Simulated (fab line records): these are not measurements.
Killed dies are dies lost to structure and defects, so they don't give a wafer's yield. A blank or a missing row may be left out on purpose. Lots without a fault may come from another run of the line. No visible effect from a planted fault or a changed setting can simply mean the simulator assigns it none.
What tool caused it? :: flow n5_finfet :: 32 wafers from 11 lots sampled at 3 of the route's 1938 steps

== WHAT EACH GAUGE READ, for each wafer ==
N5_PASSIVATION_CD_MEAS_10 targets a cd of 3000 nm.
lot: L607
measured: day 11 23:20
on: cd_sem-03
cd_nm (nm): 2996.4 2997.1 2998.0

lot: L608
measured: day 12 00:41
on: cd_sem-03
cd_nm (nm): 3001.4 2999.5

lot: L609
measured: day 12 04:09
on: cd_sem-02
cd_nm (nm): 3000.1 2998.1 2998.3

lot: L610
measured: day 12 21:52
on: cd_sem-02
cd_nm (nm): 2999.0 3000.0 2998.7

lot: L613
measured: day 13 08:38
on: cd_sem-02
cd_nm (nm): 2999.9 2998.2 2999.2

lot: L612
measured: day 13 14:46
on: cd_sem-03
cd_nm (nm): 3002.9 2999.5 2999.4

lot: L614
measured: day 13 14:19
on: cd_sem-01
cd_nm (nm): 2996.6 2999.4 2998.2

lot: L616
measured: day 14 12:32
on: cd_sem-01
cd_nm (nm): 3000.6 3000.8 2996.5

lot: L622
measured: day 16 18:47
on: cd_sem-02
cd_nm (nm): 2997.1 2997.7 3002.1

lot: L625
measured: day 17 00:56
on: cd_sem-03
cd_nm (nm): 2999.1 2996.9 3000.7

lot: L626
measured: day 17 12:37
on: cd_sem-01
cd_nm (nm): 2999.3 3003.2 2998.3

== TOOL THAT RAN EACH LOT (tool first, then ch and the chambers of the sampled wafers, then the start) ==
lot: L607
N5_BEOL_M7_PRECLEAN_42: wet_bench-01 ch 1,2,7, day 8 22:23
N5_MIM_BOT_LITHO_DESCUM_10: rie_diel-03 ch 0,2,3, day 11 21:55

lot: L608
N5_BEOL_M7_PRECLEAN_42: wet_bench-01 ch 5,7, day 9 07:21
N5_MIM_BOT_LITHO_DESCUM_10: rie_diel-04 ch 0, day 11 23:08

lot: L609
N5_BEOL_M7_PRECLEAN_42: wet_bench-01 ch 0,5,6, day 9 09:23
N5_MIM_BOT_LITHO_DESCUM_10: rie_diel-03 ch 0,2,3, day 12 02:02

lot: L610
N5_BEOL_M7_PRECLEAN_42: wet_bench-01 ch 1,2,4, day 9 23:34
N5_MIM_BOT_LITHO_DESCUM_10: rie_diel-04 ch 0,2,3, day 12 20:26

lot: L613
N5_BEOL_M7_PRECLEAN_42: wet_bench-01 ch 3,4,7, day 10 11:52
N5_MIM_BOT_LITHO_DESCUM_10: rie_diel-04 ch 2,3, day 13 06:16

lot: L612
N5_BEOL_M7_PRECLEAN_42: wet_bench-03 ch 1,2,3, day 10 14:00
N5_MIM_BOT_LITHO_DESCUM_10: rie_diel-03 ch 2,3, day 13 11:19

lot: L614
N5_BEOL_M7_PRECLEAN_42: wet_bench-01 ch 0,1,4, day 10 19:55
N5_MIM_BOT_LITHO_DESCUM_10: rie_diel-03 ch 0,2,3, day 13 11:08

lot: L616
N5_BEOL_M7_PRECLEAN_42: wet_bench-03 ch 5,6,7, day 11 05:26
N5_MIM_BOT_LITHO_DESCUM_10: rie_diel-04 ch 0,2,3, day 14 11:01

lot: L622
N5_BEOL_M7_PRECLEAN_42: wet_bench-01 ch 0,6,7, day 13 05:20
N5_MIM_BOT_LITHO_DESCUM_10: rie_diel-06 ch 1,3, day 16 16:24

lot: L625
N5_BEOL_M7_PRECLEAN_42: wet_bench-01 ch 0,1,6, day 14 01:28
N5_MIM_BOT_LITHO_DESCUM_10: rie_diel-06 ch 1,2, day 16 21:44

lot: L626
N5_BEOL_M7_PRECLEAN_42: wet_bench-02 ch 3,4,6, day 14 12:41
N5_MIM_BOT_LITHO_DESCUM_10: rie_diel-04 ch 0,1,2, day 17 08:04
- N5_BEOL_M7_PRECLEAN_42: cleans in residue remover, time 60 s.
- N5_MIM_BOT_LITHO_DESCUM_10: chemistry O2, time 7.9 s.

== AS READ BY THE TOOLS THEMSELVES (means over the sampled wafers that have a number; for cases with no such wafer, the mark the record gives instead) ==
N5_MIM_BOT_LITHO_DESCUM_10.
lot: L607
tool: rie_diel-03
bias_power_w (W): 19.94
drypump_motor_current_A (A): 5.4
oes_product_au (a.u.): 0.86
rf_fwd_power_W (W): 49.71
rf_vpp_V (V): 243.6
showerhead_plenum_p_Torr (Torr): 2.13
throttle_valve_pct (%): 20.33

lot: L608
tool: rie_diel-04
bias_power_w (W): 20.02
drypump_motor_current_A (A): 5.5
oes_product_au (a.u.): 0.72
rf_fwd_power_W (W): 49.23
rf_vpp_V (V): 241.3
showerhead_plenum_p_Torr (Torr): 1.99
throttle_valve_pct (%): 20.43

lot: L609
tool: rie_diel-03
bias_power_w (W): 19.95
drypump_motor_current_A (A): 5.4
oes_product_au (a.u.): 0.85
rf_fwd_power_W (W): 49.72
rf_vpp_V (V): 243.7
showerhead_plenum_p_Torr (Torr): 2.13
throttle_valve_pct (%): 20.34

lot: L610
tool: rie_diel-04
bias_power_w (W): 19.98
drypump_motor_current_A (A): 5.7
oes_product_au (a.u.): 0.83
rf_fwd_power_W (W): 49.54
rf_vpp_V (V): 242.2
showerhead_plenum_p_Torr (Torr): 2.03
throttle_valve_pct (%): 20.46

lot: L613
tool: rie_diel-04
bias_power_w (W): 20.04
drypump_motor_current_A (A): 5.7
oes_product_au (a.u.): 0.85
rf_fwd_power_W (W): 49.66
rf_vpp_V (V): 242.4
showerhead_plenum_p_Torr (Torr): 2.05
throttle_valve_pct (%): 20.59

lot: L612
tool: rie_diel-03
bias_power_w (W): 19.96
drypump_motor_current_A (A): 5.9
oes_product_au (a.u.): 0.85
rf_fwd_power_W (W): 49.74
rf_vpp_V (V): 243.8
showerhead_plenum_p_Torr (Torr): 2.15
throttle_valve_pct (%): 20.15

lot: L614
tool: rie_diel-03
bias_power_w (W): 20.00
drypump_motor_current_A (A): 5.4
oes_product_au (a.u.): 0.84
rf_fwd_power_W (W): 49.57
rf_vpp_V (V): 243.8
showerhead_plenum_p_Torr (Torr): 2.13
throttle_valve_pct (%): 20.35

lot: L616
tool: rie_diel-04
bias_power_w (W): 20.08
drypump_motor_current_A (A): 5.6
oes_product_au (a.u.): 0.81
rf_fwd_power_W (W): 49.77
rf_vpp_V (V): 242.6
showerhead_plenum_p_Torr (Torr): 2.02
throttle_valve_pct (%): 20.49

lot: L622
tool: rie_diel-06
bias_power_w (W): 20.03
drypump_motor_current_A (A): 5.4
oes_product_au (a.u.): 0.78
rf_fwd_power_W (W): 49.38
rf_vpp_V (V): 242.0
showerhead_plenum_p_Torr (Torr): 2.00
throttle_valve_pct (%): 20.50

lot: L625
tool: rie_diel-06
bias_power_w (W): 19.99
drypump_motor_current_A (A): 5.0
oes_product_au (a.u.): 0.79
rf_fwd_power_W (W): 49.65
rf_vpp_V (V): 243.4
showerhead_plenum_p_Torr (Torr): 2.06
throttle_valve_pct (%): 20.40

lot: L626
tool: rie_diel-04
bias_power_w (W): 19.97
drypump_motor_current_A (A): 5.8
oes_product_au (a.u.): 0.78
rf_fwd_power_W (W): 49.38
rf_vpp_V (V): 241.6
showerhead_plenum_p_Torr (Torr): 2.01
throttle_valve_pct (%): 20.39

== THE ANSWER, worked out from the rows above alone ==
Rule: what is usual is taken from the lots themselves. Put in order of their means at a reading, lots are off if they are a third of the lots or fewer, leave a main group of 4 or more, and stand apart from it by a gap of 3 or more times the standard deviation of the main group's means; of several such gaps the widest counts. A main group whose means are all the same, to the digits that the tables above print for the reading, isn't used. Also off: a lot with no number at a reading for which 4 or more lots have one. All remaining lots with rows at the step are treated as sound. Order of review: gauges by route order, followed by the tools' own readings, for which a lot's mean as printed above is used. At the first step where some lot is off, the reading lying furthest off is the one used; lots without a number count as furthest.
No lot is off on any of the readings shown, so nothing can be concluded from this.

== WHAT THE SIMULATOR HAD INSERTED ==
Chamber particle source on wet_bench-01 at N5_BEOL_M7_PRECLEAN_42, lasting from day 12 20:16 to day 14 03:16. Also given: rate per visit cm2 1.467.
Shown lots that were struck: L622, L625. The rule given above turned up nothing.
